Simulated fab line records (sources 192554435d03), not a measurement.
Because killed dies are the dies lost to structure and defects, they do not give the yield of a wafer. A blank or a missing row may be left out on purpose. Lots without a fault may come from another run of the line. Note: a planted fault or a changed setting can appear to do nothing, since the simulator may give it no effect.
fab line records	flow n5_finfet
record: lots: 10	wafers: 30	last_day: 18
route steps=1938 shown BEOL_M14@1768 BEOL_M15@1800 PASSIVATION@1936
lots untouched by any fault: they come from a run of this same line in which no faults occurred
start_h: hours from the record's opening day to when the first of the lot's shown wafers began	wait_h: hours from the lot's prior step to this one	" the same as in the row above	L1.1+2: one row covering several wafers at once	- no value present, or no start provided	* or withheld: withheld	< > ~ a bound
route shown NAME@n: names a module that has steps shown in the file, with the first one's number in the route	usual: mean/standard deviation of fault-free wafers	same: alike in all rows	chamber/n: place in a boat	sites: readings site by site	_std_site: the values' standard deviation	_edge_site: outer sites' mean less inner sites'	radius_mm: for every site, how far away it sits from the centre of the wafer	mask NAME#n: copy n	behind: the tool/chamber that last shaped the wafer	hold: why the lot went on hold/how many hours it stayed there/how the hold came to an end	device: whichever transistor did not switch (one of n, p or np)	end of line: the same wafers' tests at the end of the route	step lacking rows: just its recipe	killed: at the first sort, the dies lost to defects and structure; wafer yield is something else	map: a wafer's dies, x killed, . not, _ none there
set.NAME: setting as actually run; set.NAME@STEP: the setting as run at that earlier step	model.NAME: the simulator's own value behind a step, which no gauge read
one table for each step of the route and one row for each wafer, over a sample of lots
services: from which hour (start_h, from the record's first day; less than 0 if before it) a tool's chamber was out of use, for how many hours, and why
== steps ==
step: N5_BEOL_M14_THK_MEAS_50
recipe: thk_meas_gauge: xrf	reads: Cu_of_BEOL_M14_ECD_47
usual: M14_THK: 564/18
lot.wafer	tool	chamber	start_h	wait_h	M14_THK[nm]
L451.1	film_metro-02	-	254.57	-	547
L451.4	"	-	"	"	549
L451.6	"	-	"	"	553
L455.2	film_metro-02	-	280.49	-	545
L455.4	"	-	"	"	560
L455.6	"	-	"	"	544
L456.1	film_metro-01	-	288.95	-	550
L456.2	"	-	"	"	538
L456.4	"	-	"	"	543
L458.2	film_metro-01	-	300.16	0.2	562
L458.4	"	-	"	"	547
L458.6	"	-	"	"	558
L460.1	film_metro-02	-	320.60	-	545
L460.4	"	-	"	"	547
L460.5	"	-	"	"	579
L459.1	film_metro-02	-	335.99	-	567
L459.2	"	-	"	"	555
L459.6	"	-	"	"	550
L463.1	film_metro-02	-	349.20	-	558
L463.3	"	-	"	"	551
L463.5	"	-	"	"	593
L468.1	film_metro-02	-	371.51	-	574
L468.2	"	-	"	"	567
L468.3	"	-	"	"	602
L467.1	film_metro-01	-	385.10	-	587
L467.3	"	-	"	"	566
L467.5	"	-	"	"	584
L470.2	film_metro-02	-	399.33	-	566
L470.5	"	-	"	"	567
L470.6	"	-	"	"	611
step: N5_BEOL_M14_RS_MEAS_54
recipe: thk_meas_gauge: four-point-probe	reads: Cu_of_BEOL_M14_ECD_47+Ta_of_BEOL_M14_SPUTTER_44+TaN_of_BEOL_M14_SPUTTER_43
usual: M14_RS: 0.0334/0.001
lot.wafer	tool	chamber	start_h	wait_h	M14_RS[ohm/sq]
L451.1	film_metro-01	-	254.70	0.0	0.0347
L451.4	"	-	"	"	0.0345
L451.6	"	-	"	"	0.0343
L455.2	film_metro-02	-	280.62	0.1	0.0342
L455.4	"	-	"	"	0.0332
L455.6	"	-	"	"	0.0342
L456.1	film_metro-01	-	289.08	0.0	0.0344
L456.2	"	-	"	"	0.0350
L456.4	"	-	"	"	0.0345
L458.2	film_metro-02	-	300.28	0.1	0.0334
L458.4	"	-	"	"	0.0346
L458.6	"	-	"	"	0.0335
L460.1	film_metro-02	-	320.73	0.0	0.0344
L460.4	"	-	"	"	0.0345
L460.5	"	-	"	"	0.0322
L459.1	film_metro-01	-	336.12	0.0	0.0331
L459.2	"	-	"	"	0.0337
L459.6	"	-	"	"	0.0341
L463.1	film_metro-01	-	349.33	0.0	0.0338
L463.3	"	-	"	"	0.0342
L463.5	"	-	"	"	0.0318
L468.1	film_metro-02	-	371.64	0.0	0.0330
L468.2	"	-	"	"	0.0333
L468.3	"	-	"	"	0.0311
L467.1	film_metro-01	-	385.23	0.0	0.0325
L467.3	"	-	"	"	0.0340
L467.5	"	-	"	"	0.0326
L470.2	film_metro-02	-	399.46	0.1	0.0334
L470.5	"	-	"	"	0.0334
L470.6	"	-	"	"	0.0310
step: N5_BEOL_M15_EXPOSE_25
recipe: mask_id: M15	na: 0.8	source_shape: annular	sigma_inner: 0.5	sigma_outer: 0.8	polarization: unpolarized	target_cd_nm: 400	dose_mj: 35.5
usual: exposure_dose_mJ_cm2: 35.47/0.039
lot.wafer	tool	chamber	start_h	wait_h	mask	exposure_dose_mJ_cm2
L451.1	krf_scanner-01	0	256.73	-	M15#0	35.47
L451.4	"	0	"	"	M15#0	35.44
L451.6	"	0	"	"	M15#0	35.49
L455.2	krf_scanner-02	0	282.89	-	M15#0	35.43
L455.4	"	0	"	"	M15#0	35.43
L455.6	"	0	"	"	M15#0	35.43
L456.1	krf_scanner-01	0	291.59	-	M15#0	35.44
L456.2	"	0	"	"	M15#0	35.42
L456.4	"	0	"	"	M15#0	35.48
L458.2	krf_scanner-02	0	302.46	-	M15#0	35.44
L458.4	"	0	"	"	M15#0	35.52
L458.6	"	0	"	"	M15#0	35.47
L460.1	krf_scanner-01	0	322.76	-	M15#0	35.50
L460.4	"	0	"	"	M15#0	35.56
L460.5	"	0	"	"	M15#0	35.47
L459.1	krf_scanner-02	0	338.33	-	M15#0	35.49
L459.2	"	0	"	"	M15#0	35.44
L459.6	"	0	"	"	M15#0	35.46
L463.1	krf_scanner-01	0	351.36	-	M15#0	35.46
L463.3	"	0	"	"	M15#0	35.43
L463.5	"	0	"	"	M15#0	35.40
L468.1	krf_scanner-01	0	373.76	-	M15#0	32.51
L468.2	"	0	"	"	M15#0	32.48
L468.3	"	0	"	"	M15#0	32.55
L467.1	krf_scanner-02	0	388.00	-	M15#0	35.53
L467.3	"	0	"	"	M15#0	35.51
L467.5	"	0	"	"	M15#0	35.52
L470.2	krf_scanner-01	0	401.83	-	M15#0	33.53
L470.5	"	0	"	"	M15#0	33.60
L470.6	"	0	"	"	M15#0	33.60
step: N5_BEOL_M15_CD_MEAS_28
recipe: target_cd_nm: 407.6	landing_energy_ev: 500	detector: se_inlens
usual: cd_nm: 408.6/2.2
lot.wafer	tool	chamber	start_h	wait_h	cd_nm
L451.1	cd_sem-01	0	256.90	-	406.8
L451.4	"	0	"	"	408.8
L451.6	"	0	"	"	408.0
L455.2	cd_sem-01	0	283.06	-	405.1
L455.4	"	0	"	"	408.8
L455.6	"	0	"	"	407.0
L456.1	cd_sem-03	0	291.76	-	409.2
L456.2	"	0	"	"	408.5
L456.4	"	0	"	"	410.3
L458.2	cd_sem-02	0	302.63	-	408.0
L458.4	"	0	"	"	409.3
L458.6	"	0	"	"	407.7
L460.1	cd_sem-02	0	322.93	-	411.7
L460.4	"	0	"	"	410.4
L460.5	"	0	"	"	408.9
L459.1	cd_sem-01	0	338.50	-	409.1
L459.2	"	0	"	"	410.5
L459.6	"	0	"	"	409.1
L463.1	cd_sem-02	0	351.53	-	408.9
L463.3	"	0	"	"	410.6
L463.5	"	0	"	"	411.1
L468.1	cd_sem-02	0	373.94	-	395.4
L468.2	"	0	"	"	395.1
L468.3	"	0	"	"	392.6
L467.1	cd_sem-02	0	388.18	-	408.4
L467.3	"	0	"	"	404.8
L467.5	"	0	"	"	407.4
L470.2	cd_sem-03	0	402.00	-	395.4
L470.5	"	0	"	"	396.5
L470.6	"	0	"	"	395.1
step: N5_BEOL_M15_ETCH_61
recipe: chemistry: N2/H2	target: BARC	target_depth_a: 890	overetch_a: 267	time_s: 67.9	ion_energy_ev: 200	pressure_mtorr: 30	source_w: 840	bias_w: 150	n2_flow_sccm: 200	h2_flow_sccm: 200
usual: chamber_pressure_mTorr: 30.000/0.024	drypump_motor_current_A: 5.9/0.75	oes_product_au: 0.65/0.047	rf_vpp_V: 523.3/2.2	showerhead_plenum_p_Torr: 2.52/0.081	throttle_valve_pct: 17.81/0.22
lot.wafer	tool	chamber	start_h	wait_h	chamber_pressure_mTorr	drypump_motor_current_A	oes_product_au	rf_hours_counter_h	rf_vpp_V	showerhead_plenum_p_Torr	throttle_valve_pct
L451.1	rie_diel-01	3	257.03	0.0	30.030	6.4	0.72	59	522.9	2.48	17.80
L451.4	"	1	"	"	29.969	4.9	0.60	219	520.3	2.40	17.97
L451.6	"	0	"	"	29.999	5.6	0.66	-	523.7	2.55	17.86
L455.2	rie_diel-03	2	283.18	0.0	29.989	6.7	0.63	202	519.8	2.41	18.00
L455.4	"	0	"	"	30.019	6.4	0.67	117	524.3	2.55	17.79
L455.6	"	3	"	"	30.035	6.4	0.60	-	521.9	2.52	18.06
L456.1	rie_diel-03	0	291.89	0.0	29.990	6.4	0.67	120	523.9	2.55	17.79
L456.2	"	3	"	"	30.012	6.4	0.61	231	522.8	2.52	18.09
L456.4	"	2	"	"	29.966	6.6	0.63	205	521.8	2.41	18.02
L458.2	rie_diel-03	2	302.75	0.0	30.015	6.6	0.63	208	521.4	2.41	18.02
L458.4	"	0	"	"	30.005	6.4	0.67	-	524.9	2.55	17.79
L458.6	"	2	"	"	30.023	6.6	0.63	-	520.3	2.41	18.01
L460.1	rie_diel-04	0	323.05	0.0	30.004	5.3	0.60	227	525.8	2.63	17.88
L460.4	"	3	"	"	29.999	6.7	0.68	103	521.3	2.46	17.87
L460.5	"	2	"	"	30.007	6.5	0.71	-	522.9	2.46	17.43
L459.1	rie_diel-03	2	338.65	0.0	30.062	6.6	0.62	219	519.4	2.40	18.03
L459.2	"	1	"	"	29.993	5.3	0.68	85	524.6	2.56	17.35
L459.6	"	2	"	"	29.979	6.6	0.62	-	519.4	2.40	18.03
L463.1	rie_diel-04	0	351.79	0.0	29.976	5.4	0.60	233	524.8	2.62	17.90
L463.3	"	2	"	"	30.017	6.5	0.70	69	523.5	2.46	17.45
L463.5	"	3	"	"	29.981	6.7	0.67	-	521.9	2.45	17.86
L468.1	rie_diel-04	2	374.22	0.0	29.984	6.5	0.70	75	522.1	2.45	17.47
L468.2	"	3	"	"	29.978	6.8	0.66	116	520.2	2.45	17.87
L468.3	"	0	"	"	29.999	5.4	0.59	240	524.8	2.62	17.92
L467.1	rie_diel-04	3	388.30	0.0	29.989	6.7	0.67	121	522.1	2.45	17.90
L467.3	"	0	"	"	30.009	5.4	0.59	245	526.0	2.62	17.93
L467.5	"	1	"	"	30.021	4.7	0.60	-	525.9	2.64	17.96
L470.2	rie_diel-01	2	404.34	0.0	30.035	5.2	0.58	229	521.2	2.51	17.74
L470.5	"	0	"	"	29.986	5.6	0.63	-	524.5	2.53	17.94
L470.6	"	3	"	"	30.066	6.4	0.69	-	522.1	2.47	17.89
step: N5_PASSIVATION_PROBE_49
usual: defect_limited_yield: 91.4/1.5	killed_at_M0_to_M3: 33/11	killed_at_M4_up: 14/5.3	killed_at_contacts: 13/6.2	killed_at_front_end: 39/13	killed_at_other: 3.1/2.8	killed_dies: 102/17	killed_open: 68/13	killed_short: 32/7.8	sort_bin_4_leakage: 0.00/0.007	sort_bin_5_function: 5.1/0.95	sort_bin_6_memory: 3.2/0.7	sort_bin_8_speed: 0.02/0.16	sort_n_pass: 1078/18	sort_yield_pct: 91.3/1.5
same: gross_dies: 1180	killed_at_back_side: 0
lot.wafer	tool	chamber	start_h	wait_h	defect_limited_yield[%]	killed_at_M0_to_M3	killed_at_M4_up	killed_at_contacts	killed_at_front_end	killed_at_other	killed_dies	killed_open	killed_short	sort_bin_4_leakage[%]	sort_bin_5_function[%]	sort_bin_6_memory[%]	sort_bin_8_speed[%]	sort_n_pass	sort_yield_pct[%]
L451.1	prober-01	-	274.47	0.0	94.7	20	12	8	20	3	63	35	27	0	3.1	2.1	0	1117	94.7
L451.4	prober-01	-	274.62	0.2	91.8	42	17	10	24	4	97	58	35	0	4.5	3.2	0	1083	91.8
L451.6	prober-01	-	274.72	0.3	91.3	36	12	16	33	6	103	62	37	0	5.1	3.0	0	1077	91.3
L468.1	prober-01	-	394.61	0.0	89.7	37	10	16	58	1	122	79	42	0	6.3	3.6	0	1058	89.7
L467.1	prober-01	-	409.83	0.0	91.4	26	17	19	34	5	101	70	31	0	5.1	3.4	0	1079	91.4
L470.2	prober-02	-	422.91	0.1	90.2	56	6	6	45	3	116	65	41	0	4.8	3.9	0	1064	90.2
L470.5	prober-02	-	423.06	0.2	89.6	34	13	18	56	2	123	84	36	0	6.8	3.1	0	1057	89.6
L470.6	prober-02	-	423.11	0.3	89.0	46	13	14	55	2	130	76	52	0	6.4	3.9	0	1050	89.0
killed by level:class
L451.1 MOL_CONTACT_COAG:geometric_particle:open=5 BEOL_M0_SAQP:geometric_particle:short=5 BEOL_M4:geometric_particle:open=5 DUMMY_GATE:geometric_particle:open=4 STARTING-WAFER:geometric_particle:short=4 ILD0:geometric_particle:short=3 MOL_CONTACT_COAG:geometric_particle:short=3 BEOL_M0_SAQP:geometric_particle:open=3
L451.4 BEOL_M2:geometric_particle:open=11 MOL_CONTACT_COAG:geometric_particle:open=8 BEOL_M1:geometric_particle:short=7 BEOL_M0_SAQP:geometric_particle:short=6 BEOL_M1:geometric_particle:open=6 BEOL_M4:geometric_particle:open=6 GATE_CUT:geometric_particle:short=4 BEOL_M0_SAQP:geometric_particle:open=4
L451.6 MOL_CONTACT_COAG:geometric_particle:open=15 FIN_SAQP:geometric_particle:open=9 BEOL_M3:geometric_particle:open=7 BEOL_M0_SAQP:geometric_particle:short=6 BEOL_M1:geometric_particle:short=6 FIN_SAQP:geometric_particle:short=4 STI_FIN_REVEAL:geometric_particle:open=4 BEOL_M0:geometric_particle:open=4
L468.1 FIN_SAQP:geometric_particle:open=16 MOL_CONTACT_COAG:geometric_particle:open=13 BEOL_M0_SAQP:geometric_particle:open=10 BEOL_M0:geometric_particle:open=10 GATE_CUT:geometric_particle:short=8 FIN_SAQP:geometric_particle:short=7 STI_FIN_REVEAL:geometric_particle:open=7 BEOL_M1:geometric_particle:short=5
L467.1 MOL_CONTACT_COAG:geometric_particle:open=18 BEOL_M4:geometric_particle:open=10 STI_FIN_REVEAL:geometric_particle:open=8 BEOL_M2:geometric_particle:open=7 BEOL_M0_SAQP:geometric_particle:short=6 FIN_SAQP:geometric_particle:open=5 FIN_SAQP:geometric_particle:short=5 DUMMY_GATE:geometric_particle:open=5
L470.2 BEOL_M0_SAQP:geometric_particle:short=11 BEOL_M0_SAQP:geometric_particle:open=10 BEOL_M3:geometric_particle:open=10 STI_FIN_REVEAL:geometric_particle:open=9 FIN_SAQP:geometric_particle:open=8 BEOL_M2:geometric_particle:open=8 HKMG_FIN:area_etch=8 FIN_SAQP:geometric_particle:short=7
L470.5 MOL_CONTACT_COAG:geometric_particle:open=15 FIN_SAQP:geometric_particle:open=12 STI_FIN_REVEAL:geometric_particle:open=12 BEOL_M0_SAQP:geometric_particle:open=9 BEOL_M0_SAQP:geometric_particle:short=9 FIN_SAQP:geometric_particle:short=6 DUMMY_GATE:geometric_particle:open=6 BEOL_M2:geometric_particle:open=5
L470.6 FIN_SAQP:geometric_particle:open=12 FIN_SAQP:geometric_particle:short=9 BEOL_M2:geometric_particle:open=9 STARTING-WAFER:geometric_particle:short=9 MOL_CONTACT_COAG:geometric_particle:open=8 BEOL_M0_SAQP:geometric_particle:open=8 BEOL_M0_SAQP:geometric_particle:short=7 BEOL_M1:geometric_particle:open=7
== services ==
tool	chamber	start_h	hours	kind
rie_diel-01	3	233.71	4.6	repair
krf_scanner-01	-	241.47	5.5	pm
rie_diel-03	-	247.81	0.9	repair
krf_scanner-02	-	249.46	1.5	repair
krf_scanner-01	-	288.22	0.9	repair
rie_diel-03	1	292.57	11.4	repair
krf_scanner-02	-	303.17	0.3	repair
rie_diel-04	-	307.34	1.1	repair
krf_scanner-01	-	311.56	1.0	pm
rie_diel-03	3	329.30	4.3	repair
krf_scanner-01	-	329.42	0.8	pm
rie_diel-04	3	332.64	7.5	repair
rie_diel-04	0	334.08	6.7	repair
krf_scanner-02	-	336.97	1.0	pm
krf_scanner-02	-	340.97	0.8	pm
krf_scanner-02	-	346.07	0.5	repair
rie_diel-03	3	348.00	1.3	repair
krf_scanner-02	-	356.03	1.3	pm
krf_scanner-01	-	367.01	4.0	pm
rie_diel-01	3	380.65	7.9	repair
krf_scanner-01	-	383.14	7.2	pm
krf_scanner-01	-	390.34	1.3	pm
rie_diel-03	-	390.96	14.6	pm
rie_diel-01	2	399.94	1.9	repair
== key ==
first_sign: step: N5_BEOL_M15_EXPOSE_25	reading: exposure_dose_mJ_cm2	direction: down	sigmas: 62	usual: 35.47	struck: 33.05
effect: step: N5_BEOL_M15_CD_MEAS_28	reading: cd_nm	direction: down	sigmas: 6	usual: 408.6	struck: 395.0	through: control_loop
met_at N5_BEOL_M15_EXPOSE_25
struck_lots L468,L470
loop_trim: step: N5_BEOL_M15_EXPOSE_25	setting: dose	lots: L470
not_acting_at N5_BEOL_M14_THK_MEAS_50,N5_BEOL_M14_RS_MEAS_54,N5_BEOL_M15_ETCH_61
onset_between 351.36 373.76
fault: kind: process_parameter_drift	tool: krf_scanner-01	chamber: -	onset_h: 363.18	steps: N5_BEOL_M15_EXPOSE_25	channel: dose_mj	offset: -2.9651	shape: step	acts_in: these_recipes_only	stated: 35.5
loop_trim: a control loop set the setting to another value than it would have without faults
